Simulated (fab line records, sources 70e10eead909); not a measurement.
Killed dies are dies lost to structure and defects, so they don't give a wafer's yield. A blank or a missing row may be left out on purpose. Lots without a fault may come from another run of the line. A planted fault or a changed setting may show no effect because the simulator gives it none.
Which tool did it? | flow nand_harc | 24 lots, 72 wafers sampled, at 6 steps of a route of 1159

WHAT THE GAUGES READ, wafer by wafer
NHARC_P_M0_THK_MEAS_24: measures by xrf. Usual: thk_nm 117.4 nm, standard deviation 1.4.
lot  | measured     | on            | thk_nm (nm)       | flag
L074 | day 5 20:35  | film_metro-01 | 118.7 119.2 118.1 |
L075 | day 5 21:31  | film_metro-01 | 117.9 117.5 117.6 |
L077 | day 6 13:49  | film_metro-01 | 116.3 116.4 117.2 |
L076 | day 6 14:13  | film_metro-02 | 118.8 118.0 116.5 |
L078 | day 6 16:12  | film_metro-02 | 116.5 118.1 120.1 |
L080 | day 7 03:34  | film_metro-01 | 115.7 118.2 116.6 |
L079 | day 7 03:22  | film_metro-01 | 115.8 116.4 116.8 |
L081 | day 7 17:55  | film_metro-01 | 119.0 120.5 118.8 |
L082 | day 8 03:00  | film_metro-02 | 116.1 117.3 118.5 |
L083 | day 8 07:53  | film_metro-02 | 117.7 118.2 116.3 |
L084 | day 8 14:46  | film_metro-01 | 119.2 120.1 119.4 |
L085 | day 8 16:28  | film_metro-02 | 118.7 117.0 117.6 |
L086 | day 9 10:52  | film_metro-01 | 117.6 116.4 118.9 |
L087 | day 9 11:23  | film_metro-02 | 118.2 116.4 119.0 |
L089 | day 9 12:31  | film_metro-01 | 117.7 120.7 117.8 |
L088 | day 9 18:14  | film_metro-02 | 117.1 118.6 118.5 |
L090 | day 10 02:46 | film_metro-01 | 117.0 115.1 116.7 |
L091 | day 10 03:28 | film_metro-01 | 118.4 118.9 118.4 |
L092 | day 10 14:49 | film_metro-02 | 116.4 114.7 115.0 |
L094 | day 11 00:38 | film_metro-02 | 117.7 116.1 114.9 |
L093 | day 11 00:23 | film_metro-02 | 117.3 115.0 116.8 |
L095 | day 11 04:02 | film_metro-02 | 116.8 118.3 115.4 |
L096 | day 11 04:56 | film_metro-02 | 116.8 118.5 115.1 |
L097 | day 11 15:01 | film_metro-02 | 117.5 119.0 115.8 |

NHARC_P_BONDPAD_CD_MEAS_09: target cd 500 nm. Usual: cd_nm 499.4 nm, standard deviation 2.4.
lot  | measured     | on        | cd_nm (nm)        | flag
L074 | day 6 07:46  | cd_sem-01 | 505.9 503.1 502.9 |
L075 | day 6 09:04  | cd_sem-03 | 495.5 498.3 500.5 |
L077 | day 7 00:21  | cd_sem-02 | 499.0 499.2 496.6 |
L076 | day 7 01:11  | cd_sem-02 | 499.6 502.9 499.7 |
L078 | day 7 02:32  | cd_sem-01 | 495.0 498.0 496.3 |
L080 | day 7 13:55  | cd_sem-01 | 500.5 499.6 500.8 |
L079 | day 7 14:10  | cd_sem-01 | 495.3 501.1 499.8 |
L081 | day 8 04:08  | cd_sem-01 | 498.9 497.2 497.5 |
L082 | day 8 13:18  | cd_sem-01 | 500.2 504.3 501.1 |
L083 | day 8 18:41  | cd_sem-03 | 495.3 495.3 496.4 |
L084 | day 9 00:55  | cd_sem-01 | 501.3 500.8 499.2 |
L085 | day 9 02:32  | cd_sem-01 | 494.1 497.2 500.2 |
L086 | day 9 21:02  | cd_sem-02 | 499.8 502.0 501.2 |
L087 | day 9 21:41  | cd_sem-01 | 496.4 496.8 497.5 |
L089 | day 9 23:13  | cd_sem-02 | 497.6 502.0 499.2 |
L088 | day 10 04:13 | cd_sem-02 | 502.4 503.7 504.3 |
L090 | day 10 13:06 | cd_sem-01 | 498.8 498.8 500.3 |
L091 | day 10 14:17 | cd_sem-02 | 502.6 499.7 501.6 |
L092 | day 11 01:00 | cd_sem-03 | 500.3 497.8 504.1 |
L094 | day 11 10:58 | cd_sem-02 | 498.8 501.3 501.3 |
L093 | day 11 10:41 | cd_sem-02 | 497.1 497.3 499.1 |
L095 | day 11 16:35 | cd_sem-03 | 501.4 497.3 501.8 |
L096 | day 11 17:09 | cd_sem-03 | 497.8 500.5 499.0 |
L097 | day 12 01:31 | cd_sem-01 | 498.4 496.3 497.2 |

NHARC_P_BONDPAD_OVL_MEAS_38. Usual: overlay_x_nm 1 nm, standard deviation 7.5; overlay_y_nm 0 nm, standard deviation 6.3.
lot  | measured     | on         | overlay_x_nm (nm) | overlay_y_nm (nm) | flag
L074 | day 6 07:51  | overlay-01 | -3 -3 -2          | 2 2 2             |
L075 | day 6 09:10  | overlay-01 | -10 -10 -9        | 10 10 9           |
L077 | day 7 00:26  | overlay-02 | 5 4 4             | 1 1 0             |
L076 | day 7 01:16  | overlay-01 | -14 -14 -14       | 4 4 4             |
L078 | day 7 02:38  | overlay-01 | 6 6 7             | 2 2 3             |
L080 | day 7 14:00  | overlay-02 | -5 -5 -5          | -9 -9 -9          |
L079 | day 7 14:15  | overlay-02 | -6 -6 -6          | -14 -14 -13       |
L081 | day 8 04:14  | overlay-02 | -2 -2 -1          | 3 4 4             |
L082 | day 8 13:23  | overlay-01 | 6 7 6             | 6 6 6             |
L083 | day 8 18:47  | overlay-01 | 9 9 9             | -4 -4 -4          |
L084 | day 9 01:01  | overlay-01 | 3 4 5             | -2 -2 -2          |
L085 | day 9 02:37  | overlay-01 | 3 4 4             | -11 -11 -10       |
L086 | day 9 21:08  | overlay-01 | 0 0 0             | -5 -6 -5          |
L087 | day 9 21:46  | overlay-02 | -11 -11 -11       | 0 0 -1            |
L089 | day 9 23:17  | overlay-02 | -6 -6 -5          | -4 -4 -4          |
L088 | day 10 04:18 | overlay-02 | 5 5 5             | 5 5 4             |
L090 | day 10 13:11 | overlay-02 | 5 4 4             | 6 5 5             |
L091 | day 10 14:22 | overlay-02 | -4 -4 -4          | 7 7 7             |
L092 | day 11 01:05 | overlay-01 | 5 5 5             | 5 5 5             |
L094 | day 11 11:03 | overlay-02 | 8 8 8             | 4 4 4             |
L093 | day 11 10:47 | overlay-01 | -5 -5 -5          | -4 -4 -4          |
L095 | day 11 16:40 | overlay-02 | -7 -7 -8          | -3 -3 -3          |
L096 | day 11 17:14 | overlay-01 | 13 13 14          | -7 -7 -8          |
L097 | day 12 01:35 | overlay-02 | 15 15 14          | 11 11 11          |

WHICH TOOL RAN EACH LOT (tool, then ch and the chambers of the sampled wafers, then the start)
lot  | NHARC_P_CONTACT_CVD_23                   | NHARC_P_M0_PVD_20                       | NHARC_P_M2_CMP_23
L074 | cvd_w-01 ch 0,1, day 5 20:35 or earlier  | pvd_sputter-01, day 5 20:35 or earlier  | cmp-02 ch 0,3, day 6 05:29
L075 | cvd_w-02 ch 0,1, day 5 21:31 or earlier  | pvd_sputter-01, day 5 21:31 or earlier  | cmp-02 ch 1,2,3, day 6 06:44
L077 | cvd_w-02 ch 0,1, day 6 13:49 or earlier  | pvd_sputter-02, day 6 13:49 or earlier  | cmp-04 ch 1,2,3, day 6 22:13
L076 | cvd_w-01 ch 0,1, day 6 14:13 or earlier  | pvd_sputter-01, day 6 14:13 or earlier  | cmp-01 ch 0,1,3, day 6 22:54
L078 | cvd_w-01 ch 0,1, day 6 16:12 or earlier  | pvd_sputter-03, day 6 16:12 or earlier  | cmp-04 ch 0,1,2, day 7 00:16
L080 | cvd_w-01 ch 0,1, day 7 03:34 or earlier  | pvd_sputter-02, day 7 03:34 or earlier  | cmp-01 ch 0,1, day 7 11:42
L079 | cvd_w-02 ch 0,1, day 7 03:22 or earlier  | pvd_sputter-01, day 7 03:22 or earlier  | cmp-02 ch 1,3, day 7 11:46
L081 | cvd_w-01 ch 0,1, day 7 17:55 or earlier  | pvd_sputter-01, day 7 17:55 or earlier  | cmp-01 ch 0,2,3, day 8 01:53
L082 | cvd_w-02 ch 0, day 8 03:00 or earlier    | pvd_sputter-03, day 8 03:00 or earlier  | cmp-01 ch 0,1, day 8 11:04
L083 | cvd_w-02 ch 0,1, day 8 07:53 or earlier  | pvd_sputter-03, day 8 07:53 or earlier  | cmp-02 ch 1,2,3, day 8 16:26
L084 | cvd_w-01 ch 0, day 8 14:46 or earlier    | pvd_sputter-02, day 8 14:46 or earlier  | cmp-02 ch 0,2,3, day 8 22:43
L085 | cvd_w-02 ch 0,1, day 8 16:28 or earlier  | pvd_sputter-02, day 8 16:28 or earlier  | cmp-02 ch 0,1, day 9 00:23
L086 | cvd_w-01 ch 0,1, day 9 10:52 or earlier  | pvd_sputter-03, day 9 10:52 or earlier  | cmp-04 ch 0,1,3, day 9 18:47
L087 | cvd_w-01 ch 0,1, day 9 11:23 or earlier  | pvd_sputter-02, day 9 11:23 or earlier  | cmp-01 ch 0,1,3, day 9 19:28
L089 | cvd_w-01 ch 0,1, day 9 12:31 or earlier  | pvd_sputter-02, day 9 12:31 or earlier  | cmp-02 ch 1,2,3, day 9 21:01
L088 | cvd_w-01 ch 0,1, day 9 18:14 or earlier  | pvd_sputter-01, day 9 18:14 or earlier  | cmp-01 ch 0,1,3, day 10 02:06
L090 | cvd_w-01 ch 0,1, day 10 02:46 or earlier | pvd_sputter-03, day 10 02:46 or earlier | cmp-04 ch 0,1, day 10 11:00
L091 | cvd_w-02 ch 0,1, day 10 03:28 or earlier | pvd_sputter-03, day 10 03:28 or earlier | cmp-01 ch 0,1,3, day 10 12:01
L092 | cvd_w-01 ch 0,1, day 10 14:49 or earlier | pvd_sputter-03, day 10 14:49 or earlier | cmp-02 ch 1,2, day 10 22:53
L094 | cvd_w-02 ch 0,1, day 11 00:38 or earlier | pvd_sputter-03, day 11 00:38 or earlier | cmp-04 ch 0,1,2, day 11 08:41
L093 | cvd_w-01 ch 0,1, day 11 00:23 or earlier | pvd_sputter-02, day 11 00:23 or earlier | cmp-02 ch 0,1, day 11 08:23
L095 | cvd_w-02 ch 0,1, day 11 04:02 or earlier | pvd_sputter-01, day 11 04:02 or earlier | cmp-02 ch 0,2,3, day 11 12:23
L096 | cvd_w-01 ch 0,1, day 11 04:56 or earlier | pvd_sputter-02, day 11 04:56 or earlier | cmp-02 ch 1,2,3, day 11 14:58
L097 | cvd_w-02 ch 0,1, day 11 15:01 or earlier | pvd_sputter-01, day 11 15:01 or earlier | cmp-01 ch 0,1,2, day 11 23:18
- NHARC_P_CONTACT_CVD_23: deposits W, target thk 200 nm, time 557 s.
- NHARC_P_M0_PVD_20: deposits TaN, target thk 5 nm, time 8.06 s.
- NHARC_P_M2_CMP_23: polishes, t overpolish 20 s, target thk 144.3 nm.

WHAT THE TOOLS THEMSELVES READ (means of the sampled wafers that have a number; where no wafer has one, the mark that the record gives instead)
NHARC_P_CONTACT_CVD_23. Usual: heater_power_w 493 W, standard deviation 33; mfc_wf6_sccm 39.99 sccm, standard deviation 0.12; throttle_valve_pct 8.03 %, standard deviation 0.27.
lot  | tool     | heater_power_w (W) | mfc_wf6_sccm (sccm) | throttle_valve_pct (%) | flag
L074 | cvd_w-01 | 488                | 39.84               | 8.42                   |
L075 | cvd_w-02 | 534                | 39.94               | 7.86                   |
L077 | cvd_w-02 | 506                | 40.10               | 7.94                   |
L076 | cvd_w-01 | 468                | 40.08               | 8.10                   |
L078 | cvd_w-01 | 470                | 39.88               | 8.14                   |
L080 | cvd_w-01 | 469                | 40.12               | 8.00                   |
L079 | cvd_w-02 | 531                | 40.06               | 7.82                   |
L081 | cvd_w-01 | 482                | 39.98               | 8.07                   |
L082 | cvd_w-02 | 485                | 40.04               | 7.71                   |
L083 | cvd_w-02 | 533                | 40.04               | 8.02                   |
L084 | cvd_w-01 | 486                | 39.90               | 8.19                   |
L085 | cvd_w-02 | 510                | 39.93               | 7.80                   |
L086 | cvd_w-01 | 474                | 40.00               | 8.21                   |
L087 | cvd_w-01 | 474                | 40.00               | 8.13                   |
L089 | cvd_w-01 | 476                | 40.02               | 8.07                   |
L088 | cvd_w-01 | 478                | 40.02               | 8.25                   |
L090 | cvd_w-01 | 467                | 39.83               | 8.08                   |
L091 | cvd_w-02 | 515                | 40.01               | 7.56                   |
L092 | cvd_w-01 | 475                | 39.95               | 8.28                   |
L094 | cvd_w-02 | 509                | 39.78               | 7.66                   |
L093 | cvd_w-01 | 477                | 39.94               | 8.25                   |
L095 | cvd_w-02 | 505                | 39.84               | 7.74                   |
L096 | cvd_w-01 | 481                | 39.88               | 8.29                   |
L097 | cvd_w-02 | 522                | 40.15               | 7.84                   |

NHARC_P_M0_PVD_20. Usual: chamber_pressure_pa 0.11998 Pa, standard deviation 0.00025; throttle_valve_pct 30.2 %, standard deviation 0.82.
lot  | tool           | chamber_pressure_pa (Pa) | throttle_valve_pct (%) | flag
L074 | pvd_sputter-01 | 0.12021                  | 28.9                   |
L075 | pvd_sputter-01 | 0.12008                  | 28.8                   |
L077 | pvd_sputter-02 | 0.11987                  | 30.2                   |
L076 | pvd_sputter-01 | 0.12034                  | 30.5                   |
L078 | pvd_sputter-03 | 0.11995                  | 30.7                   |
L080 | pvd_sputter-02 | 0.11999                  | 30.3                   |
L079 | pvd_sputter-01 | 0.12006                  | 29.9                   |
L081 | pvd_sputter-01 | 0.11998                  | 29.8                   |
L082 | pvd_sputter-03 | 0.12027                  | 30.1                   |
L083 | pvd_sputter-03 | 0.12017                  | 30.4                   |
L084 | pvd_sputter-02 | 0.12018                  | 30.4                   |
L085 | pvd_sputter-02 | 0.11993                  | 30.4                   |
L086 | pvd_sputter-03 | 0.11994                  | 30.3                   |
L087 | pvd_sputter-02 | 0.11999                  | 29.9                   |
L089 | pvd_sputter-02 | 0.12000                  | 30.3                   |
L088 | pvd_sputter-01 | 0.11966                  | 29.7                   |
L090 | pvd_sputter-03 | 0.11993                  | 30.3                   |
L091 | pvd_sputter-03 | 0.12000                  | 30.9                   |
L092 | pvd_sputter-03 | 0.11971                  | 31.0                   |
L094 | pvd_sputter-03 | 0.11985                  | 30.5                   |
L093 | pvd_sputter-02 | 0.11997                  | 30.1                   |
L095 | pvd_sputter-01 | 0.12010                  | 29.8                   |
L096 | pvd_sputter-02 | 0.12005                  | 29.2                   |
L097 | pvd_sputter-01 | 0.12009                  | 29.3                   |

NHARC_P_M2_CMP_23. Usual: motor_current_A 11.9 A, standard deviation 1.1; slurry_flow_ml_min 150.0, standard deviation 0.51; time_to_endpoint_s 29.7 s, standard deviation 2.9.
lot  | tool   | motor_current_A (A) | slurry_flow_ml_min | time_to_endpoint_s (s) | flag
L074 | cmp-02 | 10.9                | 150.2              | 29.8                   |
L075 | cmp-02 | 13.0                | 150.0              | 30.5                   |
L077 | cmp-04 | 12.5                | 150.4              | 29.9                   |
L076 | cmp-01 | 11.2                | 150.5              | 29.0                   |
L078 | cmp-04 | 11.6                | 149.0              | 27.9                   |
L080 | cmp-01 | 11.6                | 150.2              | 31.0                   |
L079 | cmp-02 | 12.1                | 149.8              | 30.2                   |
L081 | cmp-01 | 12.1                | 149.8              | 29.7                   |
L082 | cmp-01 | 12.0                | 150.2              | 33.8                   |
L083 | cmp-02 | 12.4                | 150.4              | 31.5                   |
L084 | cmp-02 | 11.7                | 150.3              | 28.7                   |
L085 | cmp-02 | 11.8                | 150.5              | 33.1                   |
L086 | cmp-04 | 11.7                | 150.3              | 25.2                   |
L087 | cmp-01 | 11.4                | 150.2              | 33.3                   |
L089 | cmp-02 | 12.6                | 149.6              | 28.2                   |
L088 | cmp-01 | 11.4                | 149.7              | 31.9                   |
L090 | cmp-04 | 11.0                | 149.6              | 26.5                   |
L091 | cmp-01 | 11.3                | 150.1              | 35.3                   |
L092 | cmp-02 | 12.8                | 150.1              | 26.8                   |
L094 | cmp-04 | 11.7                | 150.5              | 24.9                   |
L093 | cmp-02 | 12.0                | 149.9              | 29.3                   |
L095 | cmp-02 | 12.0                | 150.4              | 28.1                   |
L096 | cmp-02 | 12.1                | 150.1              | 30.3                   |
L097 | cmp-01 | 11.5                | 150.0              | 28.9                   |

THE ANSWER, worked out from the rows above alone
Rule: a lot is off if the mean of its wafers that have a number lies more than 3 standard deviations from the usual mean. A lot without any number at a reading at which 4 lots or more have one is off too. The other lots that the step has rows for count as sound. The gauges are gone through in route order, then the tools' own readings, and for those a lot's mean is taken as printed above. The first step at which some lot is off is used, and at that step the reading that is off furthest; a lot without a number counts as furthest.
No lot is off at any reading shown: from this, nothing can be told.

WHAT THE SIMULATOR HAD PUT IN
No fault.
